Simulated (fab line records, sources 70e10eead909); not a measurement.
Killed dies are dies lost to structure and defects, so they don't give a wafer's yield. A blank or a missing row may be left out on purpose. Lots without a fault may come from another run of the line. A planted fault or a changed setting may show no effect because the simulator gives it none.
Chamber matching | flow nand_harc | NHARC_A_CONTACT_DEP_85 on pecvd-01: 3 sister chambers
The step deposits SiON, target thk 60 nm. 3 wafers are shown with their chamber, then 9 later ones without.

WAFERS WITH THEIR CHAMBER
wafer  | chamber | heater_power_w (W)
L089.4 | 1       | 802
L090.4 | 0       | 845
L090.5 | 2       | 704

WAFERS WITHOUT THEIR CHAMBER
wafer  | heater_power_w (W)
L092.1 | 728
L092.2 | 692
L092.3 | 805
L094.3 | 763
L094.5 | 921
L094.6 | 760
L096.1 | 680
L096.2 | 616
L096.5 | 616

WHICH CHAMBER EACH WENT THROUGH
wafer  | from the rows above          | in truth
L092.1 | can't be placed: 2 or 1 or 0 | 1
L092.2 | can't be placed: 2 or 1      | 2
L092.3 | can't be placed: 1 or 0 or 2 | 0
L094.3 | can't be placed: 1 or 2 or 0 | 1
L094.5 | can't be placed: 0 or 1      | 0
L094.6 | can't be placed: 1 or 2 or 0 | 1
L096.1 | can't be placed: 2 or 1      | 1
L096.2 | can't be placed: 2 or 1      | 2
L096.5 | can't be placed: 2 or 1      | 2
Placed correctly: 0 of 9. Can't be placed from these rows: 9 (the true chamber is among the candidates in 9). Placed wrongly: 0.
How it was worked out, from the rows above alone: a wafer's distance from a chamber is the root of the sum, over the readings, of the square of ((its reading less the chamber's mean) divided by the reading's scatter). The wafer belongs to the nearest chamber; if the next one is less than 2 further off, it can't be placed. A chamber's mean is the mean of its shown wafers. The scatter: with one shown wafer a chamber, the root of the mean of the squares of how far each hidden wafer lies from its nearest shown one.
